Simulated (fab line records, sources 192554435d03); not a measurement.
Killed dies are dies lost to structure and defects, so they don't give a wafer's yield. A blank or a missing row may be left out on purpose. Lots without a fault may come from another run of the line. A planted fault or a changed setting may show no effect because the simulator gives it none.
Chamber matching | flow n5_finfet | N5_FIN_CUT_STRIP_24 on rie_diel-02: 4 sister chambers
The step strips in CF4. 22 wafers are shown with their chamber, then 11 later ones without.

WAFERS WITH THEIR CHAMBER
wafer  | chamber | drypump_motor_current_A (A) | showerhead_plenum_p_Torr (Torr) | throttle_valve_pct (%)
L074.2 | 2       | 6.4                         | 1.78                            | 13.96
L074.3 | 3       | 6.2                         | 1.72                            | 13.60
L074.6 | 3       | 6.2                         | 1.72                            | 13.63
L077.1 | 1       | 5.2                         | 1.71                            | 13.76
L077.5 | 0       | 5.6                         | 1.75                            | 13.73
L077.6 | 3       | 6.2                         | 1.72                            | 13.62
L078.1 | 3       | 6.2                         | 1.72                            | 13.62
L078.3 | 1       | 5.2                         | 1.71                            | 13.77
L078.6 | 3       | 6.2                         | 1.72                            | 13.63
L081.2 | 3       | 6.2                         | 1.72                            | 13.65
L081.4 | 0       | 5.6                         | 1.75                            | 13.72
L081.5 | 3       | 6.2                         | 1.72                            | 13.64
L083.1 | 0       | 5.6                         | 1.75                            | 13.73
L083.2 | 1       | 5.2                         | 1.71                            | 13.80
L083.3 | 2       | 6.4                         | 1.78                            | 13.99
L083.4 | 3       | 6.2                         | 1.71                            | 13.66
L083.5 | 2       | 6.4                         | 1.78                            | 14.00
L083.6 | 1       | 5.2                         | 1.71                            | 13.83
L085.1 | 0       | 5.6                         | 1.75                            | 13.74
L085.2 | 3       | 6.2                         | 1.71                            | 13.67
L085.3 | 2       | 6.5                         | 1.77                            | 14.02
L085.4 | 1       | 5.2                         | 1.71                            | 13.81

SIGNATURES (means of the wafers above)
reading                  | chamber 0 | chamber 1 | chamber 2 | chamber 3 | scatter within a chamber
drypump_motor_current_A  | 5.600     | 5.200     | 6.425     | 6.200     | 0.0204
showerhead_plenum_p_Torr | 1.7500    | 1.7100    | 1.7775    | 1.7178    | 0.00358
throttle_valve_pct       | 13.7300   | 13.7940   | 13.9925   | 13.6356   | 0.0226
Rule: a wafer's distance from a chamber is the root of the sum, over the readings, of the square of ((its reading less the chamber's mean) divided by the reading's scatter). The wafer belongs to the nearest chamber; if the next one is less than 2 further off, it can't be placed. The scatter: the root of (the sum of the squares of (reading less its chamber's mean) over the shown wafers, divided by (wafers less chambers)).

WAFERS WITHOUT THEIR CHAMBER
wafer  | drypump_motor_current_A (A) | showerhead_plenum_p_Torr (Torr) | throttle_valve_pct (%)
L085.5 | 6.2                         | 1.71                            | 13.67
L085.6 | 5.6                         | 1.75                            | 13.74
L091.2 | 5.6                         | 1.75                            | 13.18
L091.4 | 6.5                         | 1.77                            | 14.05
L091.6 | 6.2                         | 1.71                            | 13.69
L092.4 | 5.2                         | 1.70                            | 13.87
L092.5 | 5.6                         | 1.75                            | 13.20
L092.6 | 5.2                         | 1.70                            | 13.84
L093.1 | 6.4                         | 1.77                            | 14.06
L093.5 | 6.4                         | 1.77                            | 14.03
L093.6 | 5.2                         | 1.70                            | 13.86

WHICH CHAMBER EACH WENT THROUGH
wafer  | from the rows above | in truth
L085.5 | 3                   | 3
L085.6 | 0                   | 0
L091.2 | 0                   | 0
L091.4 | 2                   | 2
L091.6 | 3                   | 3
L092.4 | 1                   | 1
L092.5 | 0                   | 0
L092.6 | 1                   | 1
L093.1 | 2                   | 2
L093.5 | 2                   | 2
L093.6 | 1                   | 1
Placed correctly: 11 of 11. Can't be placed from these rows: 0. Placed wrongly: 0.
